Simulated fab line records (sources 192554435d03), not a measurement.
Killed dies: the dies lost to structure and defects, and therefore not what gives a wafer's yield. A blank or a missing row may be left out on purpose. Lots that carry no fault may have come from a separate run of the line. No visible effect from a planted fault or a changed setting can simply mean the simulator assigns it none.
Matching of chambers | flow n5-finfet | rie-diel-02 running N5_GATE_CUT_ETCH_36: 4 sister chambers
The step etches SiARC in CF4, target depth 13 nm, time 21.7 s. 8 wafers are shown with their chamber, then 8 later ones without.

WAFERS WITH THEIR CHAMBER
wafer  | chamber | drypump-motor-current-A (A) | showerhead-plenum-p-Torr (Torr)
L085.2 | 2       | 5.2                         | 2.19
L085.3 | 0       | 6.5                         | 2.04
L085.6 | 0       | 6.6                         | 2.04
L086.6 | 1       | 5.9                         | 2.14
L089.2 | 2       | 5.3                         | 2.18
L089.3 | 1       | 5.9                         | 2.14
L089.4 | 3       | 5.9                         | 2.19
L091.1 | 3       | 5.9                         | 2.19

WAFERS WITH NO CHAMBER GIVEN
wafer  | drypump-motor-current-A (A) | showerhead-plenum-p-Torr (Torr)
L091.2 | 6.6                         | 2.04
L091.4 | 5.9                         | 2.19
L093.3 | 6.5                         | 2.03
L093.5 | 5.9                         | 2.19
L093.6 | 5.2                         | 2.18
L095.2 | 5.3                         | 2.18
L095.3 | 5.9                         | 2.14
L095.4 | 6.5                         | 2.03

EACH ONE'S CHAMBER
wafer  | from the rows above | in truth
L091.2 | 0                   | 0
L091.4 | 3                   | 3
L093.3 | 0                   | 0
L093.5 | 3                   | 3
L093.6 | 2                   | 2
L095.2 | 2                   | 2
L095.3 | 1                   | 1
L095.4 | 0                   | 0
Correct placement for 8 of the 8. Number that these rows cannot place: 0. Number placed wrongly: 0.
How it was worked out, from the rows above alone: a wafer's distance from a chamber is the root of the sum, over the readings, of the square of ((its reading less the chamber's mean) divided by the reading's scatter). The wafer belongs to the nearest chamber; if the next one is less than 2 further off, it can't be placed. A chamber's mean is the mean of its shown wafers. How the scatter is found: for the shown wafers, subtract from each reading the mean of its chamber, square and add these, divide the total by (wafers less chambers), then take the root.
